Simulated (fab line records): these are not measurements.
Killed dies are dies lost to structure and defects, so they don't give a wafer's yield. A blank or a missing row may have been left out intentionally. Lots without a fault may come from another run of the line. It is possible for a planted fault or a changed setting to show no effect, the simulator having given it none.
Matching of chambers    flow n5_finfet    3 sister chambers for N5_BEOL_M4_PRE_CLEAN_60 on cvd_co-02
The step time 15 s. 15 wafers are shown with their chamber, then 7 later ones without.

== WAFERS PAIRED WITH THEIR CHAMBERS ==
wafer   chamber  heater_power_w (W)
L898.2  1        91
L898.5  0        102
L898.6  1        95
L899.2  2        124
L899.6  2        119
L900.1  2        123
L900.4  2        121
L900.6  1        91
L903.1  2        120
L903.2  1        88
L903.6  1        90
L909.1  0        102
L909.2  2        122
L909.6  0        102
L912.2  1        77

SIGNATURES (averages over the wafers above)
reading         chamber 0  chamber 1  chamber 2  scatter within a chamber
heater_power_w  102.00     88.67      121.50     4.15
Rule: distance of a wafer from a chamber = root of the sum over the readings of ((wafer's reading minus chamber's mean) / reading's scatter) squared. If the next closest chamber is less than 2 further off than the closest, the wafer can't be placed; otherwise it belongs to the closest. The scatter: take each reading less its chamber's mean, square it, sum over the shown wafers, divide by the number of wafers less the number of chambers, and take the root.

== WAFERS WITH NO CHAMBER GIVEN ==
wafer   heater_power_w (W)
L912.6  80
L917.1  107
L917.3  120
L917.6  78
L919.2  105
L919.3  77
L919.6  103

== EACH ONE'S CHAMBER ==
wafer   from the rows above  in truth
L912.6  1                    1
L917.1  0                    0
L917.3  2                    2
L917.6  1                    1
L919.2  0                    0
L919.3  1                    1
L919.6  0                    0
7 of 7 placed correctly. Left unplaced by these rows: 0. Placed wrongly: 0.
